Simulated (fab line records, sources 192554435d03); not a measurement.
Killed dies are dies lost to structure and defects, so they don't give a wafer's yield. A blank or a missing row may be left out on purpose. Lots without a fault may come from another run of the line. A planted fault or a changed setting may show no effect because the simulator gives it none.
Which tool did it? | flow n5_finfet | 9 lots, 26 wafers sampled, at 3 steps of a route of 1938

WHAT THE GAUGES READ, wafer by wafer
N5_BEOL_M3_CD_MEAS_11: target cd 17.05 nm.
lot  | measured     | on        | cd_nm (nm)
L812 | day 7 08:28  | cd_sem-03 | 17.22 16.91 16.70
L813 | day 7 12:16  | cd_sem-01 | 16.74 16.77 16.98
L815 | day 8 05:16  | cd_sem-01 | 16.84 17.30 16.82
L816 | day 8 08:07  | cd_sem-01 | 13.47 12.99 13.22
L817 | day 8 11:13  | cd_sem-03 | 14.03 14.29 14.63
L826 | day 10 22:59 | cd_sem-01 | 17.13 17.13 17.09
L831 | day 11 19:09 | cd_sem-01 | 17.25 17.04 16.68
L832 | day 12 06:17 | cd_sem-03 | 17.15 16.57
L833 | day 12 10:02 | cd_sem-03 | 16.89 16.92 17.09

WHICH TOOL RAN EACH LOT (tool, then ch and the chambers of the sampled wafers, then the start)
lot  | N5_BEOL_M2_SPUTTER_94        | N5_BEOL_M3_EXPOSE_08
L812 | pvd_sputter-02, day 7 06:34  | euv_scanner-02 ch 0, day 7 08:21
L813 | pvd_sputter-02, day 7 09:54  | euv_scanner-01 ch 0, day 7 12:09
L815 | pvd_sputter-01, day 8 02:40  | euv_scanner-01 ch 0, day 8 05:08
L816 | pvd_sputter-03, day 8 05:36  | euv_scanner-01 ch 0, day 8 08:00
L817 | pvd_sputter-03, day 8 08:47  | euv_scanner-01 ch 0, day 8 11:05
L826 | pvd_sputter-01, day 10 20:04 | euv_scanner-02 ch 0, day 10 22:53
L831 | pvd_sputter-03, day 11 15:37 | euv_scanner-02 ch 0, day 11 19:01
L832 | pvd_sputter-02, day 12 03:53 | euv_scanner-02 ch 0, day 12 06:09
L833 | pvd_sputter-02, day 12 08:01 | euv_scanner-02 ch 0, day 12 09:55
- N5_BEOL_M2_SPUTTER_94: material Cu, target thk 4.5 nm, time 8.29 s.
- N5_BEOL_M3_EXPOSE_08: exposes mask M3.

THE ANSWER, worked out from the rows above alone
Rule: what is usual is taken from the lots themselves. Put in order of their means at a reading, lots are off if they are a third of the lots or fewer, leave a main group of 4 or more, and stand apart from it by a gap of 3 or more times the standard deviation of the main group's means; of several such gaps the widest counts. A main group whose means are all the same, to the digits that the tables above print for the reading, isn't used. A lot without any number at a reading at which 4 lots or more have one is off too. The other lots that the step has rows for count as sound.
Off: L816, L817, at N5_BEOL_M3_CD_MEAS_11 (cd_nm). The main group: mean 16.96 nm, standard deviation 0.087.
A tool fits if, at a process step before that reading, it ran every lot that is off, and no sound lot after the first of them. The gauges at N5_BEOL_M3_CD_MEAS_11 are tried like those tools. One fits: euv_scanner-01 at N5_BEOL_M3_EXPOSE_08. Its last sound lot is L815 (day 8 05:08), its first lot that is off L816 (day 8 08:00): a fault that began between those two fits.

WHAT THE SIMULATOR HAD PUT IN
Process parameter drift: euv_scanner-01, from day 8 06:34 on, at N5_BEOL_M3_EXPOSE_08. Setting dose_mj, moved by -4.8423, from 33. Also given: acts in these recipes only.
Lots struck among those shown: L816, L817. The rule above found the same.
